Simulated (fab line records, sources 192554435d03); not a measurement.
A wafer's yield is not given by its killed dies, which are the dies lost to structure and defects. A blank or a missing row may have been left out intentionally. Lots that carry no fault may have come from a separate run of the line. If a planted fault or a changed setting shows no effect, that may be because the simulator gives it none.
Tool commonality check / flow n5-finfet / 41 wafers sampled across 14 lots

WHAT PROMPTED THE OPENING
N5_BEOL_M4_RC_MEAS_101, reading IOFF_P_LIN: flagged on 2 of 14 lots. Wafers without a fault read 0.100 nA/um, standard deviation 0.017.
Rule: a lot gets a flag if all its wafers with a number sit over 4 standard deviations from that mean, or if no wafer of it has a number. The other lots count as sound.

lot=L256; measured=day 8 12:22; on=prober-01; IOFF_P_LIN (nA/um), wafer by wafer=0.102 0.117 0.097; flag=
lot=L258; measured=day 8 21:51; on=prober-01; IOFF_P_LIN (nA/um), wafer by wafer=0.121 0.108 0.097; flag=
lot=L259; measured=day 9 14:58; on=prober-02; IOFF_P_LIN (nA/um), wafer by wafer=0.089 0.107 0.106; flag=
lot=L262; measured=day 10 03:35; on=prober-01; IOFF_P_LIN (nA/um), wafer by wafer=0.099 0.086 0.099; flag=
lot=L264; measured=day 10 06:41; on=prober-01; IOFF_P_LIN (nA/um), wafer by wafer=0.075 0.081 0.093; flag=
lot=L263; measured=day 10 07:52; on=prober-02; IOFF_P_LIN (nA/um), wafer by wafer=0.093 0.091 0.112; flag=
lot=L266; measured=day 11 04:19; on=prober-02; IOFF_P_LIN (nA/um), wafer by wafer=0.094 0.108 0.091; flag=
lot=L269; measured=day 11 18:24; on=prober-01; IOFF_P_LIN (nA/um), wafer by wafer=2.399 2.554 2.092; flag=FLAGGED
lot=L270; measured=day 12 12:41; on=prober-01; IOFF_P_LIN (nA/um), wafer by wafer=1.973 2.500 2.773; flag=FLAGGED
lot=L275; measured=day 12 22:44; on=prober-01; IOFF_P_LIN (nA/um), wafer by wafer=0.076 0.079 0.099; flag=
lot=L276; measured=day 13 18:57; on=prober-02; IOFF_P_LIN (nA/um), wafer by wafer=0.114 0.085 0.124; flag=
lot=L278; measured=day 13 20:39; on=prober-01; IOFF_P_LIN (nA/um), wafer by wafer=0.130 0.093 0.113; flag=
lot=L277; measured=day 13 21:25; on=prober-01; IOFF_P_LIN (nA/um), wafer by wafer=0.114 0.143 0.093; flag=
lot=L279; measured=day 14 06:51; on=prober-02; IOFF_P_LIN (nA/um), wafer by wafer=0.095 0.078; flag=
On average the flagged lots read 2.382 nA/um, which is +2.282 nA/um against the usual, or +99 or more standard deviations.

TOOL THAT RAN EACH LOT
4 process steps preceding the reading are held in the record, out of 1938 steps in the route. Every cell lists first the tool, next ch and the chambers used by the sampled wafers, and last the start.
lot=L256; flag=; N5_HKMG_FIN_HK_ANNEAL_02=rtp-anneal-01 ch 0, day 3 21:21; N5_HKMG_FIN_ETCH_54=rie-diel-02 ch 0,1, day 3 22:10; N5_HKMG_FIN_WET_ETCH_65=wet-bench-04 ch 0,1,2, day 4 00:10; N5_HKMG_FIN_PWFM_ALD_03=ald-metal-02 ch 0,1,2, day 4 00:35
lot=L258; flag=; N5_HKMG_FIN_HK_ANNEAL_02=rtp-anneal-01 ch 0, day 4 14:22; N5_HKMG_FIN_ETCH_54=rie-diel-01 ch 2,3, day 4 15:08; N5_HKMG_FIN_WET_ETCH_65=wet-bench-03 ch 0,1,2, day 4 17:07; N5_HKMG_FIN_PWFM_ALD_03=ald-metal-01 ch 0,2, day 4 17:32
lot=L259; flag=; N5_HKMG_FIN_HK_ANNEAL_02=rtp-anneal-02 ch 0, day 4 16:26; N5_HKMG_FIN_ETCH_54=rie-diel-05 ch 1,2,3, day 4 17:15; N5_HKMG_FIN_WET_ETCH_65=wet-bench-02 ch 1,2,5, day 4 19:14; N5_HKMG_FIN_PWFM_ALD_03=ald-metal-03 ch 0,2,3, day 4 19:40
lot=L262; flag=; N5_HKMG_FIN_HK_ANNEAL_02=rtp-anneal-01 ch 0, day 5 15:02; N5_HKMG_FIN_ETCH_54=rie-diel-01 ch 2,3, day 5 16:01; N5_HKMG_FIN_WET_ETCH_65=wet-bench-04 ch 1,3,6, day 5 17:59; N5_HKMG_FIN_PWFM_ALD_03=ald-metal-01 ch 0,1,3, day 5 18:25
lot=L264; flag=; N5_HKMG_FIN_HK_ANNEAL_02=rtp-anneal-01 ch 0, day 5 23:03; N5_HKMG_FIN_ETCH_54=rie-diel-02 ch 0,3, day 6 00:10; N5_HKMG_FIN_WET_ETCH_65=wet-bench-04 ch 0,2,5, day 6 02:10; N5_HKMG_FIN_PWFM_ALD_03=ald-metal-03 ch 0,2,3, day 6 02:35
lot=L263; flag=; N5_HKMG_FIN_HK_ANNEAL_02=rtp-anneal-02 ch 0, day 5 22:47; N5_HKMG_FIN_ETCH_54=rie-diel-01 ch 2,3, day 5 23:29; N5_HKMG_FIN_WET_ETCH_65=wet-bench-02 ch 3,4,7, day 6 01:28; N5_HKMG_FIN_PWFM_ALD_03=ald-metal-02 ch 0,2,3, day 6 01:54
lot=L266; flag=; N5_HKMG_FIN_HK_ANNEAL_02=rtp-anneal-02 ch 0, day 6 18:26; N5_HKMG_FIN_ETCH_54=rie-diel-01 ch 0,2,3, day 6 19:19; N5_HKMG_FIN_WET_ETCH_65=wet-bench-03 ch 1,3,4, day 6 21:22; N5_HKMG_FIN_PWFM_ALD_03=ald-metal-02 ch 0,2, day 6 21:48
lot=L269; flag=FLAGGED; N5_HKMG_FIN_HK_ANNEAL_02=rtp-anneal-01 ch 0, day 7 07:14; N5_HKMG_FIN_ETCH_54=rie-diel-02 ch 0,1, day 7 08:40; N5_HKMG_FIN_WET_ETCH_65=wet-bench-03 ch 1,3,6, day 7 10:39; N5_HKMG_FIN_PWFM_ALD_03=ald-metal-02 ch 0,3, day 7 11:05
lot=L270; flag=FLAGGED; N5_HKMG_FIN_HK_ANNEAL_02=rtp-anneal-02 ch 0, day 7 15:31; N5_HKMG_FIN_ETCH_54=rie-diel-01 ch 2,3, day 7 16:51; N5_HKMG_FIN_WET_ETCH_65=wet-bench-04 ch 0,1,2, day 7 18:58; N5_HKMG_FIN_PWFM_ALD_03=ald-metal-03 ch 0,2, day 7 19:23
lot=L275; flag=; N5_HKMG_FIN_HK_ANNEAL_02=rtp-anneal-02 ch 0, day 8 18:39; N5_HKMG_FIN_ETCH_54=rie-diel-01 ch 0,2, day 8 19:32; N5_HKMG_FIN_WET_ETCH_65=wet-bench-04 ch 1,2,3, day 8 21:31; N5_HKMG_FIN_PWFM_ALD_03=ald-metal-02 ch 1,2,3, day 8 21:56
lot=L276; flag=; N5_HKMG_FIN_HK_ANNEAL_02=rtp-anneal-01 ch 0, day 9 00:46; N5_HKMG_FIN_ETCH_54=rie-diel-05 ch 0,2, day 9 01:29; N5_HKMG_FIN_WET_ETCH_65=wet-bench-04 ch 0,1,5, day 9 03:31; N5_HKMG_FIN_PWFM_ALD_03=ald-metal-02 ch 0,1,2, day 9 03:56
lot=L278; flag=; N5_HKMG_FIN_HK_ANNEAL_02=rtp-anneal-01 ch 0, day 9 11:31; N5_HKMG_FIN_ETCH_54=rie-diel-02 ch 1,2, day 9 12:12; N5_HKMG_FIN_WET_ETCH_65=wet-bench-03 ch 1,2,3, day 9 14:22; N5_HKMG_FIN_PWFM_ALD_03=ald-metal-02 ch 0,1, day 9 14:47
lot=L277; flag=; N5_HKMG_FIN_HK_ANNEAL_02=rtp-anneal-02 ch 0, day 9 07:40; N5_HKMG_FIN_ETCH_54=rie-diel-02 ch 2,3, day 9 08:24; N5_HKMG_FIN_WET_ETCH_65=wet-bench-04 ch 4,5,6, day 9 10:26; N5_HKMG_FIN_PWFM_ALD_03=ald-metal-03 ch 0,1,3, day 9 10:51
lot=L279; flag=; N5_HKMG_FIN_HK_ANNEAL_02=rtp-anneal-01 ch 0, day 9 21:53; N5_HKMG_FIN_ETCH_54=rie-diel-05 ch 2, day 9 22:44; N5_HKMG_FIN_WET_ETCH_65=wet-bench-04 ch 1,2, day 10 00:46; N5_HKMG_FIN_PWFM_ALD_03=ald-metal-02 ch 0,2, day 10 01:12
These steps, and what they do:
- N5_HKMG_FIN_HK_ANNEAL_02: time 30 s.
- N5_HKMG_FIN_ETCH_54: etches SiARC in CF4, target depth 45.5 nm, time 75.8 s.
- N5_HKMG_FIN_WET_ETCH_65: etches a-Si in TMAH, stops on TiN, time 49 s, target depth 3 nm.
- N5_HKMG_FIN_PWFM_ALD_03: deposits TiN, target thk 2 nm, pulse time 1 s, purge time 3 s.
- N5_BEOL_M4_RC_MEAS_101

FLAGGED AGAINST TOTAL, ONE TOOL AT A TIME (gauges that did the reading follow at the end)
step=N5_HKMG_FIN_HK_ANNEAL_02; tool=rtp-anneal-01; lots run=8; flagged=1; share of the flagged lots=some; sound lots run after its first flagged lot=3 (L276,L278,L279)
step=N5_HKMG_FIN_HK_ANNEAL_02; tool=rtp-anneal-02; lots run=6; flagged=1; share of the flagged lots=some; sound lots run after its first flagged lot=2 (L275,L277)
step=N5_HKMG_FIN_ETCH_54; tool=rie-diel-01; lots run=6; flagged=1; share of the flagged lots=some; sound lots run after its first flagged lot=1 (L275)
step=N5_HKMG_FIN_ETCH_54; tool=rie-diel-02; lots run=5; flagged=1; share of the flagged lots=some; sound lots run after its first flagged lot=2 (L277,L278)
step=N5_HKMG_FIN_ETCH_54; tool=rie-diel-05; lots run=3; flagged=0; share of the flagged lots=none; sound lots run after its first flagged lot=-
step=N5_HKMG_FIN_WET_ETCH_65; tool=wet-bench-02; lots run=2; flagged=0; share of the flagged lots=none; sound lots run after its first flagged lot=-
step=N5_HKMG_FIN_WET_ETCH_65; tool=wet-bench-03; lots run=4; flagged=1; share of the flagged lots=some; sound lots run after its first flagged lot=1 (L278)
step=N5_HKMG_FIN_WET_ETCH_65; tool=wet-bench-04; lots run=8; flagged=1; share of the flagged lots=some; sound lots run after its first flagged lot=4 (L275,L276,L277,L279)
step=N5_HKMG_FIN_PWFM_ALD_03; tool=ald-metal-01; lots run=2; flagged=0; share of the flagged lots=none; sound lots run after its first flagged lot=-
step=N5_HKMG_FIN_PWFM_ALD_03; tool=ald-metal-02; lots run=8; flagged=1; share of the flagged lots=some; sound lots run after its first flagged lot=4 (L275,L276,L278,L279)
step=N5_HKMG_FIN_PWFM_ALD_03; tool=ald-metal-03; lots run=4; flagged=1; share of the flagged lots=some; sound lots run after its first flagged lot=1 (L277)
step=N5_BEOL_M4_RC_MEAS_101; tool=prober-01; lots run=9; flagged=2; share of the flagged lots=all; sound lots run after its first flagged lot=3 (L275,L278,L277)
step=N5_BEOL_M4_RC_MEAS_101; tool=prober-02; lots run=5; flagged=0; share of the flagged lots=none; sound lots run after its first flagged lot=-

WHAT THE TABLE PERMITS
All flagged lots share 1 row of the table, namely prober-01 at N5_BEOL_M4_RC_MEAS_101.
- prober-01 at N5_BEOL_M4_RC_MEAS_101 ran 9 lots, 2 of them flagged. After the first flagged lot (L275, L278, L277), sound lots still ran on it; a lasting fault on the whole tool would not permit that.
There is no row in the table that ran each flagged lot and no sound lot after the first.

WHAT THE SIMULATOR HAD INSERTED
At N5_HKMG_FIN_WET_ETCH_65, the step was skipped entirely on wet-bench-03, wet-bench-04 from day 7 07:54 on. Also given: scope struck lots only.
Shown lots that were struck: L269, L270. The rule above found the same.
